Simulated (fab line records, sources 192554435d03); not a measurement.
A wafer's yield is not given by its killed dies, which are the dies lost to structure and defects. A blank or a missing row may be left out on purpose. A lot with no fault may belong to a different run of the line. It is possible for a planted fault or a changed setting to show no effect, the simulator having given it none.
fab line records -- flow n5_finfet
record lots=6, wafers=18, last_day=17
route steps=1938 shown BEOL_M14@1725 PASSIVATION@1936
lots with no fault: from the same line, run without faults
start_h: hours from the record's opening day to when the first of the lot's shown wafers began -- wait_h: hours elapsed since this lot's preceding step -- " repeats the value in the row above -- L1.1+2: a row that stands for several wafers -- - either no value or no given start -- * or withheld: withheld -- < > ~ a bound
route shown NAME@n: NAME is a module with steps in the file, n the number in the route of the first one -- usual: average and standard deviation across the fault-free wafers -- same: alike in all rows -- chamber/n: place in a boat -- sites: per-site readings -- _std_site: their standard deviation -- _edge_site: the outer-site mean with the inner-site mean subtracted -- radius_mm: how far each site lies from the wafer's centre -- mask NAME#n: copy n -- behind: the tool/chamber that last shaped the wafer -- hold: cause of the lot's hold/its duration in hours/its outcome -- device: the transistor (n, p or np) that didn't switch -- end of line: the same wafers' tests at the end of the route -- step lacking rows: just its recipe -- killed: dies that structure and defects cost at the first sort, which is not the same as the wafer's yield -- map: dies across one wafer; x = killed, . = not, _ = none there
set.NAME: the setting the step ran with; set.NAME@STEP: the setting that earlier step ran with -- model.NAME: the simulator's own value behind a step, which no gauge read
lots seen at some steps along the route; tables by step, rows by wafer
services: from which hour (start_h, from the record's first day; less than 0 if before it) a tool's chamber was out of use, for how many hours, and why
## steps
# step N5_BEOL_M14_HARDBAKE_14
# recipe temp_c=130, time_s=120
# step N5_BEOL_M14_CD_MEAS_10
# recipe target_cd_nm=250, landing_energy_ev=500, detector=se_inlens, polarity=opening
# usual cd_nm=250.0/1.4
lot.wafer,tool,chamber,start_h,wait_h,cd_nm
L806.2,cd_sem-02,0,268.87,-,249.9
L806.4,cd_sem-02,0,268.87,-,248.5
L806.6,cd_sem-02,0,268.87,-,248.4
L807.2,cd_sem-01,0,277.23,-,249.7
L807.3,cd_sem-01,0,277.23,-,250.8
L807.4,cd_sem-01,0,277.23,-,251.2
L813.1,cd_sem-03,0,308.59,-,249.6
L813.5,cd_sem-03,0,308.59,-,249.0
L813.6,cd_sem-03,0,308.59,-,247.6
L815.1,cd_sem-01,0,319.73,-,251.3
L815.4,cd_sem-01,0,319.73,-,253.4
L815.5,cd_sem-01,0,319.73,-,250.4
L824.1,cd_sem-02,0,371.70,-,249.5
L824.3,cd_sem-02,0,371.70,-,249.6
L824.6,cd_sem-02,0,371.70,-,250.4
L825.3,cd_sem-03,0,373.23,-,248.5
L825.4,cd_sem-03,0,373.23,-,248.0
L825.6,cd_sem-03,0,373.23,-,248.3
# step N5_BEOL_M14_OVL_MEAS_11
# recipe points_per_wafer=44
# usual V13_OVL=4/5.5
lot.wafer,tool,chamber,start_h,wait_h,V13_OVL[nm]
L806.2,overlay-01,0,268.89,0.0,4
L806.4,overlay-01,0,268.89,0.0,4
L806.6,overlay-01,0,268.89,0.0,9
L807.2,overlay-02,0,277.26,0.0,11
L807.3,overlay-02,0,277.26,0.0,5
L807.4,overlay-02,0,277.26,0.0,6
L813.1,overlay-01,0,308.62,0.0,6
L813.5,overlay-01,0,308.62,0.0,10
L813.6,overlay-01,0,308.62,0.0,14
L815.1,overlay-01,0,319.76,0.0,12
L815.4,overlay-01,0,319.76,0.0,-3
L815.5,overlay-01,0,319.76,0.0,5
L824.1,overlay-02,0,371.73,0.0,3
L824.3,overlay-02,0,371.73,0.0,-3
L824.6,overlay-02,0,371.73,0.0,3
L825.3,overlay-02,0,373.25,0.0,4
L825.4,overlay-02,0,373.25,0.0,-3
L825.6,overlay-02,0,373.25,0.0,3
# step N5_BEOL_M14_INSPECT_12
# recipe mode=adi, inspect_instrument=macro
# usual raw_defect_count=1.8/1.3
lot.wafer,tool,chamber,start_h,wait_h,raw_defect_count
L806.2,defect_inspect-01,-,268.92,0.0,2
L806.4,defect_inspect-01,-,268.92,0.0,1
L806.6,defect_inspect-01,-,268.92,0.0,1
L807.2,defect_inspect-01,-,277.28,0.0,0
L807.3,defect_inspect-01,-,277.28,0.0,2
L807.4,defect_inspect-01,-,277.28,0.0,1
L813.1,defect_inspect-02,-,308.65,0.0,1
L813.5,defect_inspect-02,-,308.65,0.0,1
L813.6,defect_inspect-02,-,308.65,0.0,2
L815.1,defect_inspect-01,-,319.78,0.0,0
L815.4,defect_inspect-01,-,319.78,0.0,0
L815.5,defect_inspect-01,-,319.78,0.0,0
L824.1,defect_inspect-02,-,371.75,0.0,1
L824.3,defect_inspect-02,-,371.75,0.0,1
L824.6,defect_inspect-02,-,371.75,0.0,3
L825.3,defect_inspect-01,-,373.28,0.0,1
L825.4,defect_inspect-01,-,373.28,0.0,2
L825.6,defect_inspect-01,-,373.28,0.0,2
# step N5_BEOL_M14_DESCUM_15
# recipe chemistry=O2, time_s=7.9, source_power_w=50, bias_power_w=20, pressure_mtorr=20, rf_frequency_hz=2.712e+07, temp_c=40, o2_flow_sccm=225
# usual drypump_motor_current_A=5.6/0.55, o2_flow_sccm=225.1/0.74, oes_product_au=0.84/0.078, rf_vpp_V=243.1/1.3, showerhead_plenum_p_Torr=2.09/0.061, throttle_valve_pct=20.34/0.17
lot.wafer,tool,chamber,start_h,wait_h,drypump_motor_current_A,o2_flow_sccm,oes_product_au,rf_hours_counter_h,rf_vpp_V,showerhead_plenum_p_Torr,throttle_valve_pct
L806.2,rie_diel-06,3,269.03,0.1,5.0,225.5,1.01,3,242.9,2.06,20.22
L806.4,rie_diel-06,0,269.03,0.1,5.8,225.5,0.68,243,240.6,2.05,20.38
L806.6,rie_diel-06,2,269.03,0.1,6.1,225.1,0.80,-,243.6,2.03,20.41
L807.2,rie_diel-02,1,277.31,0.0,6.7,226.2,0.89,50,243.9,2.04,20.30
L807.3,rie_diel-02,2,277.31,0.0,5.0,225.3,0.77,131,242.3,2.09,20.64
L807.4,rie_diel-02,3,277.31,0.0,5.9,225.8,0.86,68,244.2,2.21,20.18
L813.1,rie_diel-02,0,308.68,0.0,5.0,225.0,0.87,37,244.7,2.22,20.32
L813.5,rie_diel-02,0,308.68,0.0,5.0,225.3,0.87,-,247.9,2.22,20.31
L813.6,rie_diel-02,1,308.68,0.0,6.7,224.4,0.87,-,241.5,2.04,20.34
L815.1,rie_diel-02,0,319.81,0.0,5.0,225.2,0.85,41,245.8,2.22,20.32
L815.4,rie_diel-02,2,319.81,0.0,5.0,224.8,0.76,145,242.3,2.09,20.65
L815.5,rie_diel-02,0,319.81,0.0,5.0,224.1,0.86,-,246.2,2.22,20.33
L824.1,rie_diel-06,1,371.79,0.0,5.3,224.4,0.79,83,243.7,2.12,20.53
L824.3,rie_diel-06,0,371.79,0.0,5.8,225.7,0.93,23,242.1,2.04,20.11
L824.6,rie_diel-06,3,371.79,0.0,5.0,224.7,0.90,-,241.0,2.04,20.27
L825.3,rie_diel-02,1,373.31,0.0,6.7,224.8,0.84,85,243.3,2.03,20.36
L825.4,rie_diel-02,2,373.31,0.0,4.9,224.4,0.74,163,242.0,2.08,20.68
L825.6,rie_diel-02,0,373.31,0.0,5.0,225.3,0.85,-,245.6,2.21,20.35
# step N5_BEOL_M14_ETCH_59
# recipe chemistry=N2/H2, target=BARC, target_depth_a=890, overetch_a=267, time_s=67.9, ion_energy_ev=200, pressure_mtorr=30, source_w=840, bias_w=150, n2_flow_sccm=200, h2_flow_sccm=200
# usual drypump_motor_current_A=5.6/0.55, oes_product_au=0.71/0.062, rf_vpp_V=523.8/2.2, showerhead_plenum_p_Torr=2.54/0.073, throttle_valve_pct=17.82/0.17
lot.wafer,tool,chamber,start_h,wait_h,drypump_motor_current_A,oes_product_au,rf_hours_counter_h,rf_vpp_V,showerhead_plenum_p_Torr,throttle_valve_pct
L806.2,rie_diel-06,3,269.06,0.0,5.0,0.85,3,522.6,2.51,17.75
L806.4,rie_diel-06,0,269.06,0.0,5.8,0.59,243,521.7,2.51,17.96
L806.6,rie_diel-06,2,269.06,0.0,6.1,0.69,-,521.2,2.47,17.86
L807.2,rie_diel-02,1,277.35,0.0,6.7,0.75,50,523.7,2.48,17.77
L807.3,rie_diel-02,2,277.35,0.0,5.0,0.65,131,523.7,2.55,18.16
L807.4,rie_diel-02,3,277.35,0.0,5.9,0.72,68,528.8,2.69,17.71
L813.1,rie_diel-02,0,308.72,0.0,5.0,0.74,37,528.8,2.70,17.77
L813.5,rie_diel-02,0,308.72,0.0,5.0,0.74,-,529.0,2.70,17.77
L813.6,rie_diel-02,1,308.72,0.0,6.7,0.73,-,521.1,2.47,17.79
L815.1,rie_diel-02,0,319.85,0.0,5.0,0.73,41,527.8,2.70,17.77
L815.4,rie_diel-02,2,319.85,0.0,4.9,0.64,145,524.6,2.55,18.16
L815.5,rie_diel-02,0,319.85,0.0,5.0,0.74,-,527.9,2.70,17.77
L824.1,rie_diel-06,1,371.82,0.0,5.3,0.68,83,524.6,2.57,17.91
L824.3,rie_diel-06,0,371.82,0.0,5.8,0.78,23,520.9,2.49,17.63
L824.6,rie_diel-06,3,371.82,0.0,5.0,0.76,-,522.3,2.49,17.81
L825.3,rie_diel-02,1,373.35,0.0,6.7,0.71,85,523.0,2.46,17.82
L825.4,rie_diel-02,2,373.35,0.0,5.0,0.64,163,523.7,2.54,18.19
L825.6,rie_diel-02,0,373.35,0.0,5.0,0.71,-,528.1,2.69,17.80
# step N5_BEOL_M14_VIA_ETCH_16
# recipe chemistry=C4F8/O2/Ar, target=SiO2, he_inner_torr=15, he_outer_torr=30, target_depth_a=12313, time_s=withheld, ion_energy_ev=800, pressure_mtorr=20, source_w=1905, bias_w=2040, Ar_flow_sccm=400, C4F8_flow_sccm=16, O2_flow_sccm=12, ends=cleared
# usual C4F8_flow_sccm=16.00/0.047, drypump_motor_current_A=5.6/0.55, oes_ar_750_au=0.83/0.073, oes_product_au=0.75/0.07, rf_vpp_V=2214/17, showerhead_plenum_p_Torr=3.43/0.095, throttle_valve_pct=30.81/0.14
lot.wafer,tool,chamber,start_h,wait_h,C4F8_flow_sccm,drypump_motor_current_A,oes_ar_750_au,oes_product_au,rf_vpp_V,showerhead_plenum_p_Torr,throttle_valve_pct
L806.2,rie_diel-06,3,269.11,0.0,15.97,5.0,1.00,0.91,2197,3.38,30.71
L806.4,rie_diel-06,0,269.11,0.0,15.97,5.8,0.69,0.62,2210,3.39,30.81
L806.6,rie_diel-06,2,269.11,0.0,15.97,6.1,0.79,0.73,2215,3.35,30.89
L807.2,rie_diel-02,1,277.40,0.0,16.00,6.7,0.87,0.80,2186,3.34,30.67
L807.3,rie_diel-02,2,277.40,0.0,15.96,5.0,0.77,0.70,2204,3.43,31.02
L807.4,rie_diel-02,3,277.40,0.0,16.04,5.9,0.86,0.77,2246,3.61,30.62
L813.1,rie_diel-02,0,308.77,0.0,15.89,5.0,0.86,0.79,2225,3.65,30.87
L813.5,rie_diel-02,0,308.77,0.0,15.94,5.0,0.86,0.78,2223,3.65,30.88
L813.6,rie_diel-02,1,308.77,0.0,16.04,6.7,0.86,0.77,2186,3.34,30.66
L815.1,rie_diel-02,0,319.90,0.0,16.00,5.0,0.85,0.78,2224,3.64,30.90
L815.4,rie_diel-02,2,319.90,0.0,15.99,4.9,0.76,0.69,2203,3.42,31.04
L815.5,rie_diel-02,0,319.90,0.0,15.99,5.0,0.86,0.77,2224,3.64,30.91
L824.1,rie_diel-06,1,371.88,0.0,16.02,5.3,0.80,0.72,2221,3.47,30.93
L824.3,rie_diel-06,0,371.88,0.0,15.97,5.8,0.93,0.84,2209,3.38,30.73
L824.6,rie_diel-06,3,371.88,0.0,15.97,5.0,0.90,0.81,2197,3.36,30.71
L825.3,rie_diel-02,1,373.40,0.0,16.02,6.7,0.84,0.76,2184,3.33,30.69
L825.4,rie_diel-02,2,373.40,0.0,15.95,4.9,0.74,0.67,2204,3.42,31.04
L825.6,rie_diel-02,0,373.40,0.0,15.98,5.0,0.83,0.75,2224,3.63,30.91
# step N5_BEOL_M14_STRIP_63
# recipe chemistry=O2, power_w=600, temp_c=60, pressure_mtorr=30, rf_frequency_hz=6e+07, bias_power_w=0, overash_fraction=0.3, o2_flow_sccm=225
# usual drypump_motor_current_A=5.6/0.55, o2_flow_sccm=224.9/0.67, oes_product_au=0.83/0.077, rf_vpp_V=3.6/0.99, showerhead_plenum_p_Torr=2.09/0.061, throttle_valve_pct=16.58/0.17
lot.wafer,tool,chamber,start_h,wait_h,drypump_motor_current_A,o2_flow_sccm,oes_product_au,rf_hours_counter_h,rf_vpp_V,showerhead_plenum_p_Torr,throttle_valve_pct
L806.2,rie_diel-06,3,-,-,5.0,224.1,1.00,3,3.5,2.06,16.46
L806.4,rie_diel-06,0,-,-,5.8,225.3,0.69,243,1.8,2.05,16.72
L806.6,rie_diel-06,2,-,-,6.1,224.2,0.80,-,5.6,2.04,16.63
L807.2,rie_diel-02,1,-,-,6.7,223.8,0.88,51,4.2,2.05,16.54
L807.3,rie_diel-02,2,-,-,5.0,225.2,0.77,131,3.9,2.10,16.84
L807.4,rie_diel-02,3,-,-,5.9,224.4,0.86,68,4.8,2.21,16.44
L813.1,rie_diel-02,0,-,-,5.0,225.5,0.88,37,5.2,2.22,16.56
L813.5,rie_diel-02,0,-,-,5.0,224.4,0.86,-,4.2,2.22,16.54
L813.6,rie_diel-02,1,-,-,6.7,224.0,0.87,-,2.1,2.04,16.54
L815.1,rie_diel-02,0,-,-,5.0,225.0,0.87,41,3.1,2.22,16.55
L815.4,rie_diel-02,2,-,-,4.9,224.4,0.75,145,5.5,2.09,16.89
L815.5,rie_diel-02,0,-,-,5.0,224.9,0.85,-,3.6,2.22,16.54
L824.1,rie_diel-06,1,-,-,5.3,224.2,0.80,83,2.5,2.12,16.76
L824.3,rie_diel-06,0,-,-,5.8,226.4,0.93,23,3.1,2.04,16.32
L824.6,rie_diel-06,3,-,-,5.0,224.8,0.91,-,3.4,2.05,16.50
L825.3,rie_diel-02,1,-,-,6.7,225.7,0.84,85,3.5,2.04,16.60
L825.4,rie_diel-02,2,-,-,4.9,226.0,0.74,163,5.0,2.09,16.92
L825.6,rie_diel-02,0,-,-,5.0,224.8,0.83,-,3.4,2.22,16.58
# step N5_BEOL_M14_STRIP_64
# recipe chemistry=O2, power_w=600, temp_c=60, pressure_mtorr=30, rf_frequency_hz=6e+07, bias_power_w=0, overash_fraction=0.3, o2_flow_sccm=225
# usual drypump_motor_current_A=5.6/0.55, o2_flow_sccm=225.0/0.66, oes_product_au=0.83/0.077, rf_vpp_V=3.6/0.49, showerhead_plenum_p_Torr=2.09/0.061, throttle_valve_pct=16.58/0.17
lot.wafer,tool,chamber,start_h,wait_h,drypump_motor_current_A,o2_flow_sccm,oes_product_au,rf_hours_counter_h,rf_vpp_V,showerhead_plenum_p_Torr,throttle_valve_pct
L806.2,rie_diel-06,3,-,-,5.0,224.7,1.01,3,3.1,2.06,16.45
L806.4,rie_diel-06,0,-,-,5.8,224.0,0.69,243,3.5,2.05,16.70
L806.6,rie_diel-06,2,-,-,6.1,225.0,0.81,-,3.7,2.04,16.64
L807.2,rie_diel-02,1,-,-,6.7,224.9,0.87,51,3.6,2.05,16.53
L807.3,rie_diel-02,2,-,-,5.0,226.2,0.76,131,3.6,2.10,16.85
L807.4,rie_diel-02,3,-,-,5.9,224.2,0.85,68,3.9,2.21,16.43
L813.1,rie_diel-02,0,-,-,5.0,225.0,0.87,37,3.8,2.22,16.55
L813.5,rie_diel-02,0,-,-,5.0,224.5,0.87,-,4.3,2.22,16.54
L813.6,rie_diel-02,1,-,-,6.7,224.9,0.87,-,3.7,2.04,16.55
L815.1,rie_diel-02,0,-,-,5.0,224.4,0.87,41,3.5,2.22,16.56
L815.4,rie_diel-02,2,-,-,5.0,225.3,0.76,145,4.1,2.09,16.87
L815.5,rie_diel-02,0,-,-,5.0,225.1,0.86,-,3.3,2.22,16.55
L824.1,rie_diel-06,1,-,-,5.3,224.3,0.80,83,3.8,2.12,16.75
L824.3,rie_diel-06,0,-,-,5.8,225.0,0.92,23,3.7,2.04,16.34
L824.6,rie_diel-06,3,-,-,5.0,225.6,0.90,-,2.8,2.05,16.53
L825.3,rie_diel-02,1,-,-,6.7,225.5,0.84,85,3.6,2.04,16.61
L825.4,rie_diel-02,2,-,-,4.9,225.1,0.74,163,4.3,2.09,16.92
L825.6,rie_diel-02,0,-,-,5.0,225.9,0.83,-,3.0,2.22,16.58
# step N5_BEOL_M14_STRIP_71
# recipe chemistry=post_etch_residue_remover, time_s=60, temp_c=25, remover_ph=withheld, remover_water_wt_pct=withheld, remover_fluoride_wt_pct=withheld
# step N5_BEOL_M14_SRD_72
# recipe time_s=30, temp_c=23, rinse_liquid=diw, dry=n2_spin, spin_rpm=1500, dry_time_s=30
# step N5_BEOL_M14_CD_MEAS_17
# recipe target_cd_nm=250, polarity=opening
# usual cd_nm=251.3/1.5
lot.wafer,tool,chamber,start_h,wait_h,cd_nm
L806.2,cd_sem-03,-,269.46,0.0,251.5
L806.4,cd_sem-03,-,269.46,0.0,249.4
L806.6,cd_sem-03,-,269.46,0.0,248.3
L807.2,cd_sem-01,-,277.75,0.0,250.1
L807.3,cd_sem-01,-,277.75,0.0,252.6
L807.4,cd_sem-01,-,277.75,0.0,252.2
L813.1,cd_sem-02,-,309.12,0.0,252.0
L813.5,cd_sem-02,-,309.12,0.0,250.4
L813.6,cd_sem-02,-,309.12,0.0,249.9
L815.1,cd_sem-01,-,320.25,0.0,252.5
L815.4,cd_sem-01,-,320.25,0.0,256.1
L815.5,cd_sem-01,-,320.25,0.0,252.9
L824.1,cd_sem-01,-,372.22,0.0,251.3
L824.3,cd_sem-01,-,372.22,0.0,251.2
L824.6,cd_sem-01,-,372.22,0.0,251.9
L825.3,cd_sem-03,-,373.75,0.0,249.9
L825.4,cd_sem-03,-,373.75,0.0,250.0
L825.6,cd_sem-03,-,373.75,0.0,250.7
# step N5_BEOL_M14_COAT_65
# recipe resist=SOC, temp_c=250, time_s=60, spin_rpm=1500, resist_thk_nm=450
# usual chill_plate_temp_C=23.01/0.097, heater_power_total_W=500.4/1.9, plate_temp_C=249.99/0.15
lot.wafer,tool,chamber,start_h,wait_h,chill_plate_temp_C,heater_power_total_W,plate_temp_C
L806.2,litho_track-03,0,269.50,0.0,23.14,500.9,249.90
L806.4,litho_track-03,0,269.50,0.0,22.91,498.5,249.93
L806.6,litho_track-03,0,269.50,0.0,23.05,501.0,250.04
L807.2,litho_track-05,0,277.79,0.0,23.12,501.9,250.03
L807.3,litho_track-05,0,277.79,0.0,23.08,499.0,250.02
L807.4,litho_track-05,0,277.79,0.0,23.19,501.2,250.13
L813.1,litho_track-03,0,309.15,0.0,22.85,485.7,243.81
L813.5,litho_track-03,0,309.15,0.0,22.91,483.6,243.76
L813.6,litho_track-03,0,309.15,0.0,22.99,483.4,243.90
L815.1,litho_track-03,0,320.30,0.0,22.95,482.7,243.71
L815.4,litho_track-03,0,320.30,0.0,22.96,483.1,243.87
L815.5,litho_track-03,0,320.30,0.0,23.00,483.1,243.64
L824.1,litho_track-05,0,372.26,0.0,22.96,497.6,250.41
L824.3,litho_track-05,0,372.26,0.0,23.09,501.9,250.04
L824.6,litho_track-05,0,372.26,0.0,23.11,503.3,250.17
L825.3,litho_track-01,0,373.78,0.0,22.97,500.1,249.79
L825.4,litho_track-01,0,373.78,0.0,22.93,500.3,249.99
L825.6,litho_track-01,0,373.78,0.0,22.93,501.9,249.95
# step N5_BEOL_M14_COAT_66
# recipe resist=SiARC, temp_c=220, time_s=60, spin_rpm=1500, resist_thk_nm=110
# step N5_PASSIVATION_PROBE_49
# usual defect_limited_yield=91.3/1.3, killed_at_M0_to_M3=33/8.9, killed_at_M4_up=15/5.4, killed_at_contacts=13/5.8, killed_at_front_end=39/9.9, killed_at_other=3.2/2.9, killed_dies=102/15, killed_open=68/12, killed_short=34/7.6, sort_bin_5_function=5.1/0.89, sort_bin_6_memory=3.2/0.63, sort_n_pass=1078/15, sort_yield_pct=91.3/1.3
# same gross_dies=1180, killed_at_back_side=0, sort_bin_4_leakage[%]=0, sort_bin_8_speed[%]=0
lot.wafer,tool,chamber,start_h,wait_h,defect_limited_yield[%],killed_at_M0_to_M3,killed_at_M4_up,killed_at_contacts,killed_at_front_end,killed_at_other,killed_dies,killed_open,killed_short,sort_bin_5_function[%],sort_bin_6_memory[%],sort_n_pass,sort_yield_pct[%]
L806.2,prober-02,-,294.43,0.1,92.6,33,10,13,29,2,87,65,22,4.8,2.4,1093,92.6
L806.4,prober-02,-,294.53,0.2,92.5,22,17,4,43,2,88,57,31,4.0,2.9,1092,92.5
L806.6,prober-02,-,294.63,0.3,92.1,27,19,4,42,1,93,61,32,4.3,3.3,1087,92.1
L807.2,prober-02,-,301.09,0.1,90.3,37,25,8,38,6,114,66,48,5.5,3.7,1066,90.3
L807.3,prober-02,-,301.14,0.1,90.8,36,28,8,36,1,109,84,25,6.4,2.5,1071,90.8
L807.4,prober-02,-,301.19,0.2,90.9,43,21,0,39,4,107,80,27,6.4,2.5,1073,90.9
L813.1,prober-01,-,336.65,0.0,92.1,24,23,10,34,2,93,53,38,4.9,2.8,1087,92.1
L813.5,prober-01,-,336.85,0.2,92.7,25,18,6,28,9,86,51,34,4.4,2.6,1094,92.7
L813.6,prober-01,-,336.90,0.3,91.1,31,20,8,44,2,105,70,35,5.7,3.2,1075,91.1
L815.1,prober-02,-,345.26,0.0,91.6,25,8,16,49,1,99,60,37,5.0,2.9,1081,91.6
L815.4,prober-02,-,345.41,0.2,90.8,31,13,5,57,3,109,55,53,5.8,3.3,1071,90.8
L815.5,prober-02,-,345.46,0.2,90.8,45,13,3,44,4,109,66,40,5.3,2.9,1071,90.8
L824.1,prober-02,-,402.08,0.0,89.7,43,9,19,46,5,122,87,35,6.6,3.4,1058,89.7
L824.3,prober-02,-,402.18,0.1,90.7,39,7,14,48,2,110,69,41,6.2,3.0,1070,90.7
L824.6,prober-02,-,402.33,0.3,87.5,40,8,27,69,3,147,109,38,8.3,4.0,1033,87.5
L825.3,prober-02,-,403.96,0.1,92.7,20,7,12,46,1,86,59,27,4.4,2.7,1094,92.7
L825.4,prober-02,-,404.01,0.2,93.1,35,7,7,30,3,82,53,26,4.6,2.2,1098,93.1
L825.6,prober-02,-,404.11,0.3,93.0,23,10,13,35,2,83,47,36,4.2,2.6,1097,93.0
# killed by level:class
L806.2 MOL_CONTACT_COAG:geometric_particle:open=12 BEOL_M0_SAQP:geometric_particle:open=12 BEOL_M0_SAQP:geometric_particle:short=9 STI_FIN_REVEAL:geometric_particle:open=7 BEOL_M3:geometric_particle:open=6 ILD0:geometric_particle:open=5 FIN_SAQP:geometric_particle:open=4 FIN_SAQP:geometric_particle:short=4
L806.4 FIN_SAQP:geometric_particle:short=12 BEOL_M4:geometric_particle:open=7 STI_FIN_REVEAL:geometric_particle:open=6 DUMMY_GATE:geometric_particle:open=6 BEOL_M3:geometric_particle:open=6 FIN_SAQP:geometric_particle:open=5 BEOL_M0_SAQP:geometric_particle:open=5 BEOL_M0_SAQP:geometric_particle:short=5
L806.6 STI_FIN_REVEAL:geometric_particle:open=15 BEOL_M2:geometric_particle:open=9 BEOL_M0_SAQP:geometric_particle:short=7 BEOL_M4:geometric_particle:open=7 STI_FIN_REVEAL:geometric_particle:short=5 BEOL_M3:geometric_particle:open=5 FIN_SAQP:geometric_particle:short=4 ILD0:geometric_particle:short=4
L807.2 BEOL_M0_SAQP:geometric_particle:short=14 FIN_SAQP:geometric_particle:open=10 BEOL_M0_SAQP:geometric_particle:open=9 BEOL_M4:geometric_particle:open=8 MOL_CONTACT_COAG:geometric_particle:open=7 BEOL_M4:geometric_particle:short=7 FIN_SAQP:geometric_particle:short=5 BEOL_M2:geometric_particle:short=4
L807.3 BEOL_M4:geometric_particle:open=21 FIN_SAQP:geometric_particle:open=12 BEOL_M1:geometric_particle:open=11 BEOL_M2:geometric_particle:open=10 FIN_SAQP:geometric_particle:short=6 BEOL_M3:geometric_particle:open=6 MOL_CONTACT_COAG:geometric_particle:open=5 BEOL_M0_SAQP:geometric_particle:short=4
L807.4 FIN_SAQP:geometric_particle:open=15 BEOL_M3:geometric_particle:open=13 BEOL_M4:geometric_particle:open=12 BEOL_M0_SAQP:geometric_particle:short=9 BEOL_M0_SAQP:geometric_particle:open=7 BEOL_M2:geometric_particle:open=7 FIN_SAQP:geometric_particle:short=6 DUMMY_GATE:geometric_particle:open=6
L813.1 FIN_SAQP:geometric_particle:short=12 BEOL_M4:geometric_particle:open=12 MOL_CONTACT_COAG:geometric_particle:open=8 BEOL_M3:geometric_particle:open=8 STARTING-WAFER:geometric_particle:short=5 BEOL_M0_SAQP:geometric_particle:open=4 BEOL_M4:geometric_particle:short=4 STI_FIN_REVEAL:geometric_particle:open=3
L813.5 FIN_SAQP:geometric_particle:short=8 MOL_CONTACT_COAG:geometric_particle:open=6 BEOL_M4:geometric_particle:open=6 FIN_SAQP:geometric_particle:open=5 BEOL_M1:geometric_particle:open=5 BEOL_M5:geometric_particle:open=5 BEOL_M2:geometric_particle:open=4 BEOL_M0_SAQP:geometric_particle:open=4
L813.6 BEOL_M4:geometric_particle:open=12 DUMMY_GATE:geometric_particle:open=10 BEOL_M3:geometric_particle:open=9 FIN_SAQP:geometric_particle:short=7 GATE_CUT:geometric_particle:open=6 MOL_CONTACT_COAG:geometric_particle:open=6 BEOL_M2:geometric_particle:open=6 BEOL_M0_SAQP:geometric_particle:short=4
L815.1 MOL_CONTACT_COAG:geometric_particle:open=13 FIN_SAQP:geometric_particle:short=11 STI_FIN_REVEAL:geometric_particle:open=11 FIN_SAQP:geometric_particle:open=10 GATE_CUT:geometric_particle:short=6 BEOL_M0_SAQP:geometric_particle:short=6 BEOL_M0_SAQP:geometric_particle:open=6 GATE_CUT:geometric_particle:open=5
L815.4 FIN_SAQP:geometric_particle:short=23 STI_FIN_REVEAL:geometric_particle:open=11 FIN_SAQP:geometric_particle:open=8 BEOL_M2:geometric_particle:open=8 BEOL_M5:geometric_particle:short=6 BEOL_M0_SAQP:geometric_particle:short=5 BEOL_M0_SAQP:geometric_particle:open=4 BEOL_M1:geometric_particle:open=4
L815.5 FIN_SAQP:geometric_particle:short=13 BEOL_M2:geometric_particle:open=12 FIN_SAQP:geometric_particle:open=11 BEOL_M1:geometric_particle:open=10 STI_FIN_REVEAL:geometric_particle:open=7 BEOL_M0_SAQP:geometric_particle:open=7 BEOL_M0_SAQP:geometric_particle:short=5 GATE_CUT:geometric_particle:short=4
L824.1 STI_FIN_REVEAL:geometric_particle:open=19 MOL_CONTACT_COAG:geometric_particle:open=17 BEOL_M0_SAQP:geometric_particle:short=13 BEOL_M1:geometric_particle:open=8 BEOL_M0_SAQP:geometric_particle:open=7 FIN_SAQP:geometric_particle:short=5 BEOL_M2:geometric_particle:open=5 FIN_SAQP:geometric_particle:open=4
L824.3 BEOL_M0_SAQP:geometric_particle:open=16 MOL_CONTACT_COAG:geometric_particle:open=11 BEOL_M0_SAQP:geometric_particle:short=11 FIN_SAQP:geometric_particle:short=10 FIN_SAQP:geometric_particle:open=8 STI_FIN_REVEAL:geometric_particle:open=7 GATE_CUT:geometric_particle:open=6 DUMMY_GATE:geometric_particle:open=5
L824.6 MOL_CONTACT_COAG:geometric_particle:open=27 FIN_SAQP:geometric_particle:open=16 FIN_SAQP:geometric_particle:short=12 BEOL_M1:geometric_particle:open=10 STI_FIN_REVEAL:geometric_particle:open=9 BEOL_M0_SAQP:geometric_particle:open=9 STARTING-WAFER:geometric_particle:open=8 DUMMY_GATE:geometric_particle:open=7
L825.3 STI_FIN_REVEAL:geometric_particle:open=13 FIN_SAQP:geometric_particle:open=9 MOL_CONTACT_COAG:geometric_particle:open=9 STI_FIN_REVEAL:geometric_particle:short=6 FIN_SAQP:geometric_particle:short=5 BEOL_M0_SAQP:geometric_particle:short=5 BEOL_M1:geometric_particle:open=4 BEOL_M2:geometric_particle:open=4
L825.4 BEOL_M0_SAQP:geometric_particle:open=12 STI_FIN_REVEAL:geometric_particle:open=10 BEOL_M0_SAQP:geometric_particle:short=10 STI_FIN_REVEAL:geometric_particle:short=5 MOL_CONTACT_COAG:geometric_particle:open=5 BEOL_M3:geometric_particle:open=5 BEOL_M1:geometric_particle:open=4 BEOL_M4:geometric_particle:open=4
L825.6 FIN_SAQP:geometric_particle:short=12 MOL_CONTACT_COAG:geometric_particle:open=11 BEOL_M0_SAQP:geometric_particle:open=7 BEOL_M1:geometric_particle:open=7 GATE_CUT:geometric_particle:short=5 BEOL_M0_SAQP:geometric_particle:short=4 BEOL_M4:geometric_particle:open=4 FIN_SAQP:geometric_particle:open=3
## services
tool,chamber,start_h,hours,kind
rie_diel-06,0,291.93,-,clean
rie_diel-06,0,291.93,-,consumable_replace:focus_ring
rie_diel-06,0,291.93,14.4,scheduled_down
rie_diel-06,0,291.93,14.4,vent_cycle
rie_diel-02,0,360.62,1.7,repair
## key
first_sign step=N5_BEOL_M14_COAT_65, reading=plate_temp_C, direction=down, sigmas=41, usual=*, struck=*
effect step=N5_BEOL_M14_COAT_65, reading=heater_power_total_W, direction=down, sigmas=8.7, usual=*, struck=*
met_at N5_BEOL_M14_COAT_65
struck_wafers L813.1,L813.5,L813.6,L815.1,L815.4,L815.5
onset_between 269.50 309.15
fault kind=process_parameter_drift, tool=litho_track-03, chamber=-, onset_h=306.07, steps=N5_BEOL_M14_COAT_65, channel=temp_c, offset=*, shape=step, end_h=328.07, acts_in=*, stated=*
